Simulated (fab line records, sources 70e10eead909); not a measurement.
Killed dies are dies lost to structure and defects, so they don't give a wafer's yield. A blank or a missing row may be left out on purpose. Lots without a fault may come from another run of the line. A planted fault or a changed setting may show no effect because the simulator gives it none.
Chamber matching | flow nand_harc | NHARC_A_STAIRCASE_CMP_450 on cmp-04: 4 sister chambers
The step polishes SiO2, target thk 200 nm. 20 wafers are shown with their chamber, then 10 later ones without.

WAFERS WITH THEIR CHAMBER
wafer  | chamber | motor_current_A (A) | slurry_filter_dp_kPa (kPa)
L076.1 | 3       | 11.7                | 13.63
L076.4 | 2       | 14.5                | 13.29
L076.5 | 2       | 13.6                | 13.23
L080.2 | 1       | 13.5                | 13.43
L080.5 | 1       | 14.4                | 13.34
L080.6 | 0       | 11.8                | 13.44
L083.2 | 1       | 14.0                | 13.45
L083.3 | 0       | 11.8                | 13.48
L083.5 | 1       | 14.2                | 13.30
L086.1 | 3       | 11.3                | 13.52
L086.3 | 1       | 14.1                | 13.31
L086.4 | 2       | 13.1                | 13.39
L087.4 | 3       | 11.0                | 13.62
L087.5 | 1       | 13.3                | 13.58
L087.6 | 0       | 11.6                | 13.50
L088.2 | 0       | 11.9                | 13.17
L088.4 | 3       | 10.0                | 13.42
L088.5 | 1       | 14.6                | 13.42
L090.1 | 2       | 14.1                | 13.61
L090.2 | 0       | 12.5                | 13.61

SIGNATURES (means of the wafers above)
reading              | chamber 0 | chamber 1 | chamber 2 | chamber 3 | scatter within a chamber
motor_current_A      | 11.920    | 14.014    | 13.825    | 11.000    | 0.528
slurry_filter_dp_kPa | 13.4400   | 13.4043   | 13.3800   | 13.5475   | 0.132
Rule: a wafer's distance from a chamber is the root of the sum, over the readings, of the square of ((its reading less the chamber's mean) divided by the reading's scatter). The wafer belongs to the nearest chamber; if the next one is less than 2 further off, it can't be placed. The scatter: the root of (the sum of the squares of (reading less its chamber's mean) over the shown wafers, divided by (wafers less chambers)).

WAFERS WITHOUT THEIR CHAMBER
wafer  | motor_current_A (A) | slurry_filter_dp_kPa (kPa)
L090.6 | 13.6                | 13.34
L089.2 | 11.7                | 13.75
L089.4 | 10.9                | 13.40
L089.6 | 13.7                | 13.42
L092.3 | 13.5                | 13.30
L092.4 | 11.3                | 13.43
L092.5 | 10.7                | 13.53
L093.3 | 12.0                | 13.71
L093.4 | 13.9                | 13.47
L093.5 | 13.3                | 13.66

WHICH CHAMBER EACH WENT THROUGH
wafer  | from the rows above          | in truth
L090.6 | can't be placed: 2 or 1      | 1
L089.2 | can't be placed: 3 or 0      | 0
L089.4 | can't be placed: 3 or 0      | 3
L089.6 | can't be placed: 2 or 1      | 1
L092.3 | can't be placed: 2 or 1      | 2
L092.4 | can't be placed: 3 or 0      | 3
L092.5 | can't be placed: 3 or 0      | 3
L093.3 | can't be placed: 0 or 3      | 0
L093.4 | can't be placed: 1 or 2      | 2
L093.5 | can't be placed: 2 or 1 or 0 | 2
Placed correctly: 0 of 10. Can't be placed from these rows: 10 (the true chamber is among the candidates in 10). Placed wrongly: 0.
